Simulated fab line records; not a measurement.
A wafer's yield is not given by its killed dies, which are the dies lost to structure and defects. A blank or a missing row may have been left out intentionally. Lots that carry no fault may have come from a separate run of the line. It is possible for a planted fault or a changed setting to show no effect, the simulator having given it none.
Which tool did it?    flow nand harc    11 lots with 31 wafers sampled at 2 steps, on a route of 1302 steps

WHAT EACH GAUGE READ, for each wafer
NHARC_A_CHANNEL_HOLE_D2_CD_MEAS_18.
lot   measured      on         cd nm (nm)
L739  day 14 00:41  cd sem-03  99.9 100.0 96.1
L740  day 14 13:49  cd sem-03  97.2 96.4 100.0
L741  day 14 15:38  cd sem-02  97.4 99.3 99.8
L742  day 15 18:07  cd sem-03  98.1 97.3 96.4
L745  day 16 10:29  cd sem-03  96.3 97.4 95.9
L746  day 16 10:47  cd sem-02  101.9 102.1 103.8
L752  day 19 07:22  cd sem-01  100.8
L754  day 19 18:10  cd sem-02  97.5 97.8 102.5
L757  day 20 17:25  cd sem-03  100.0 97.1 99.7
L761  day 23 01:10  cd sem-03  102.9 101.8 104.7
L760  day 23 01:34  cd sem-03  103.6 102.8 99.0

TOOL THAT RAN EACH LOT (tool first, then ch and the chambers of the sampled wafers, then the start)
lot   NHARC_A_CHANNEL_HOLE_D2_DESCUM_15
L739  rie diel-03 ch 0,1,3, day 13 23:35
L740  rie diel-03 ch 1,2,3, day 14 12:43
L741  rie diel-02 ch 0,1, day 14 14:32
L742  rie diel-11 ch 1,2, day 15 17:00
L745  rie diel-03 ch 0,2, day 16 09:24
L746  rie diel-02 ch 0,1, day 16 09:41
L752  rie diel-02 ch 3, day 19 05:40
L754  rie diel-11 ch 2,3, day 19 17:04
L757  rie diel-03 ch 0,3, day 20 16:19
L761  rie diel-02 ch 1,3, day 23 00:04
L760  rie diel-11 ch 1,2,3, day 23 00:28
- NHARC_A_CHANNEL_HOLE_D2_DESCUM_15: chemistry O2, time 3 s.

WHAT THE TOOLS THEMSELVES READ (means of the sampled wafers that have a number; where no wafer has one, the mark that the record gives instead)
NHARC_A_CHANNEL_HOLE_D2_DESCUM_15.
lot   tool         drypump motor current A (A)  o2 flow sccm (sccm)  oes product au (a.u.)  rf vpp V (V)  showerhead plenum p Torr (Torr)  throttle valve pct (%)
L739  rie diel-03  6.4                          200.1                0.997                  58.3          1.88                             11.309
L740  rie diel-03  5.9                          199.9                0.998                  58.3          1.87                             11.307
L741  rie diel-02  5.5                          200.4                1.008                  58.3          1.95                             11.327
L742  rie diel-11  5.1                          199.5                1.003                  57.3          1.86                             11.323
L745  rie diel-03  5.7                          199.8                1.005                  57.9          1.91                             11.313
L746  rie diel-02  5.6                          200.0                1.008                  57.5          1.96                             11.316
L752  rie diel-02  5.9                          199.8                0.983                  59.1          1.95                             11.303
L754  rie diel-11  5.4                          200.8                1.002                  58.2          1.87                             11.313
L757  rie diel-03  6.7                          199.8                0.993                  57.7          1.92                             11.321
L761  rie diel-02  5.8                          200.0                0.996                  57.6          1.96                             11.315
L760  rie diel-11  5.4                          200.1                0.997                  58.5          1.89                             11.313

THE ANSWER, worked out from the rows above alone
Rule: usual is defined by the lots themselves. The widest of any qualifying gaps counts: lots, ordered by their means at a reading, are off when they make up no more than a third of the lots, leave a main group of 4 or more, and stand apart from it by 3 or more times the standard deviation of that group's means. If all means in a main group match to the digits the tables above print for the reading, that group is not used. Also off: a lot with no number at a reading for which 4 or more lots have one. Where the step has rows for the other lots, those lots are counted as sound. First the gauges in route order, then the tools' own readings, where a lot's mean is used as printed above. The first step at which some lot is off is used, and at that step the reading that is off furthest; a lot without a number counts as furthest.
No lot is off at any reading shown: from this, nothing can be told.

WHAT THE SIMULATOR PUT IN
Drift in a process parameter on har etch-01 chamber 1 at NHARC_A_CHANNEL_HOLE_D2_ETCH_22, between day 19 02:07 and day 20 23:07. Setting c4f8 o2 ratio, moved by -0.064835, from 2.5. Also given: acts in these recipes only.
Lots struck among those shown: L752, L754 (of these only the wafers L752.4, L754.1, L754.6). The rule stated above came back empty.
